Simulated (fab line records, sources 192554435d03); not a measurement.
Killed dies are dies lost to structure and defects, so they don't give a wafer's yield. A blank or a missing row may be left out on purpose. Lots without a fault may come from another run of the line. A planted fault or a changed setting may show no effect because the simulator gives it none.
Chamber matching | flow n5_finfet | N5_BEOL_M5_ILD_DEP_00 on pecvd-02: 3 sister chambers
The step deposits SiCOH lowk from DEMS/porogen, target thk 140.64 nm, time 25.9 s. 20 wafers are shown with their chamber, then 10 later ones without.

WAFERS WITH THEIR CHAMBER
wafer  | chamber | throttle_valve_pct (%) | showerhead_plenum_p_Torr (Torr) | heater_power_w (W)
L075.3 | 2       | 13.4                   | 5.739                           | 274
L075.4 | 0       | 15.4                   | 5.734                           | 291
L075.6 | 2       | 13.7                   | 5.746                           | 272
L078.1 | 2       | 13.3                   | 5.735                           | 298
L078.2 | 0       | 15.2                   | 5.724                           | 267
L078.4 | 2       | 13.7                   | 5.739                           | 299
L084.4 | 0       | 15.1                   | 5.738                           | 255
L084.5 | 2       | 13.5                   | 5.745                           | 301
L084.6 | 1       | 15.4                   | 5.731                           | 239
L086.1 | 1       | 15.3                   | 5.731                           | 265
L086.3 | 2       | 13.8                   | 5.734                           | 315
L086.5 | 2       | 13.4                   | 5.746                           | 242
L085.3 | 2       | 13.7                   | 5.733                           | 306
L085.4 | 0       | 15.0                   | 5.728                           | 246
L085.5 | 2       | 13.5                   | 5.747                           | 243
L089.1 | 2       | 13.5                   | 5.722                           | 299
L089.2 | 0       | 15.2                   | 5.717                           | 277
L089.6 | 0       | 15.1                   | 5.715                           | 279
L088.1 | 1       | 15.2                   | 5.728                           | 253
L088.3 | 0       | 15.0                   | 5.727                           | 276

SIGNATURES (means of the wafers above)
reading                  | chamber 0 | chamber 1 | chamber 2 | scatter within a chamber
throttle_valve_pct       | 15.143    | 15.300    | 13.550    | 0.15
showerhead_plenum_p_Torr | 5.72614   | 5.73000   | 5.73860   | 0.00762
heater_power_w           | 270.14    | 252.33    | 284.90    | 21.4
Rule: a wafer's distance from a chamber is the root of the sum, over the readings, of the square of ((its reading less the chamber's mean) divided by the reading's scatter). The wafer belongs to the nearest chamber; if the next one is less than 2 further off, it can't be placed. The scatter: the root of (the sum of the squares of (reading less its chamber's mean) over the shown wafers, divided by (wafers less chambers)).

WAFERS WITHOUT THEIR CHAMBER
wafer  | throttle_valve_pct (%) | showerhead_plenum_p_Torr (Torr) | heater_power_w (W)
L088.4 | 15.3                   | 5.722                           | 260
L091.4 | 15.1                   | 5.725                           | 232
L091.5 | 15.0                   | 5.708                           | 283
L091.6 | 13.6                   | 5.737                           | 289
L092.1 | 15.6                   | 5.743                           | 229
L092.3 | 14.8                   | 5.720                           | 266
L092.4 | 15.1                   | 5.733                           | 268
L096.3 | 15.3                   | 5.736                           | 237
L096.5 | 15.2                   | 5.728                           | 245
L096.6 | 13.4                   | 5.743                           | 255

WHICH CHAMBER EACH WENT THROUGH
wafer  | from the rows above     | in truth
L088.4 | can't be placed: 1 or 0 | 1
L091.4 | can't be placed: 1 or 0 | 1
L091.5 | can't be placed: 0 or 1 | 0
L091.6 | 2                       | 2
L092.1 | can't be placed: 1 or 0 | 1
L092.3 | can't be placed: 0 or 1 | 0
L092.4 | can't be placed: 0 or 1 | 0
L096.3 | can't be placed: 1 or 0 | 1
L096.5 | can't be placed: 1 or 0 | 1
L096.6 | 2                       | 2
Placed correctly: 2 of 10. Can't be placed from these rows: 8 (the true chamber is among the candidates in 8). Placed wrongly: 0.
